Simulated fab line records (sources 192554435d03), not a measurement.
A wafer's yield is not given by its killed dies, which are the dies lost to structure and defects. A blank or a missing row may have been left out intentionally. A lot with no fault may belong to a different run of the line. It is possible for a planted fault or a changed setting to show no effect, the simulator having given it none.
The same fault as seen by 2 desks :: flow n5_finfet :: only its own numbers are on each desk; what lay behind them is given at the end

## AT THE TOOL OWNER'S DESK: rie_si-03
The tool's own readings at N5_DUMMY_GATE_ETCH_23 (etches poly-Si in HBr/Cl2/O2, target depth 41 nm, time 22.3 s): means of the sampled wafers that have a number, for each lot that ran on this tool. The brackets show how far a lot's mean lies from the usual mean; more than 4 standard deviations puts the lot out of limits, marked OUT.
Columns: A = drypump_motor_current_A at N5_DUMMY_GATE_ETCH_23, usual 5.65 A; B = he_backside_leak_sccm at N5_DUMMY_GATE_ETCH_23, usual 2.7 sccm; C = oes_product_au at N5_DUMMY_GATE_ETCH_23, usual 1.001 a.u.; D = throttle_valve_pct at N5_DUMMY_GATE_ETCH_23, usual 37.34 %
lot: L617
first seen here: day 3 03:42
A: 5.72
B: 2.5
C: 1.006
D: 37.39

lot: L619
first seen here: day 3 17:14
A: 5.77
B: 2.5
C: 1.007
D: 37.27

lot: L621
first seen here: day 4 04:28
A: 5.70
B: 2.5
C: 1.006
D: 37.41

lot: L625
first seen here: day 5 09:10
A: 5.59
B: 2.9
C: 1.007
D: 37.44

lot: L627
first seen here: day 6 03:49
A: 5.62
B: 2.8
C: 1.106 (+6.5) OUT
D: 37.31

lot: L629
first seen here: day 6 11:56
A: 5.62
B: 2.8
C: 1.109 (+6.8) OUT
D: 37.31
This desk finds L627, L629 out of limits, L627 being first, at day 6 03:49 (oes_product_au at N5_DUMMY_GATE_ETCH_23). L617, L619, L621, L625 stayed within limits.

## FROM THE METROLOGY DESK
Lot by lot, what the gauges showed, no matter which tool ran the lot: averages of those sampled wafers that carry a number. The brackets show how far a lot's mean lies from the usual mean; more than 4 standard deviations puts the lot out of limits, marked OUT. Shown here are 7 of its 10 readings, the ones lying furthest out on some lot.
Columns: A = DIBL_P at N5_BEOL_M4_RC_MEAS_101, usual 35.7 mV/V; B = IOFF_N at N5_BEOL_M4_RC_MEAS_101, usual 0.155 nA/um; C = ION_P at N5_BEOL_M4_RC_MEAS_101, usual 459 uA/um; D = SS_N at N5_BEOL_M4_RC_MEAS_101, usual 71.5 mV/dec; E = SS_P at N5_BEOL_M4_RC_MEAS_101, usual 73.1 mV/dec; F = VT_N at N5_BEOL_M4_RC_MEAS_101, usual 250.2 mV; G = VT_P at N5_BEOL_M4_RC_MEAS_101, usual -251 mV
lot: L617
first seen here: day 8 15:50
A: 34.5
B: 0.136
C: 462
D: 70.8
E: 73.0
F: 250.9
G: -248

lot: L619
first seen here: day 8 21:08
A: 36.8
B: 0.175
C: 458
D: 71.1
E: 73.1
F: 246.5
G: -254

lot: L621
first seen here: day 9 00:10
A: 36.6
B: 0.175
C: 466
D: 71.0
E: 73.6
F: 248.1
G: -247

lot: L625
first seen here: day 10 16:14
A: 34.6
B: 0.144
C: 466
D: 71.9
E: 73.0
F: 250.3
G: -247

lot: L627
first seen here: day 11 00:20
A: 36.1
B: 0.155
C: 456
D: 71.7
E: 73.3
F: 251.0
G: -253

lot: L629
first seen here: day 11 07:46
A: 34.1
B: 0.157
C: 457
D: 71.3
E: 73.8
F: 251.0
G: -257

lot: L628
first seen here: day 11 16:56
A: 36.7
B: 0.151
C: 456
D: 71.4
E: 73.4
F: 250.0
G: -252

lot: L634
first seen here: day 12 10:29
A: 34.2
B: 0.129
C: 459
D: 71.3
E: 72.9
F: 252.1
G: -251

lot: L635
first seen here: day 12 20:58
A: 36.5
B: 0.151
C: 461
D: 71.3
E: 72.7
F: 252.0
G: -250
Finding of this desk: none of the 9 lots has anything out of limits.

## ALL TOGETHER
The tool owner's desk had the chance to raise an alarm at day 6 03:49 on L627, L629.
The metrology desk saw nothing out of limits.
The metrology desk has L627, L629 on record, within its limits.
Of the lots named, all ran N5_DUMMY_GATE_ETCH_23 on rie_si-03.

## WHAT WAS PUT IN BY THE SIMULATOR
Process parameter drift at N5_DUMMY_GATE_ETCH_23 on rie_si-03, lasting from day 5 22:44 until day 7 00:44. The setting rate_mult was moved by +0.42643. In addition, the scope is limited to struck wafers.
Struck lots among those shown: L627, L629.
Time in hours from fault onset to the first out-of-limits reading at each desk: the tool owner's desk, 5.
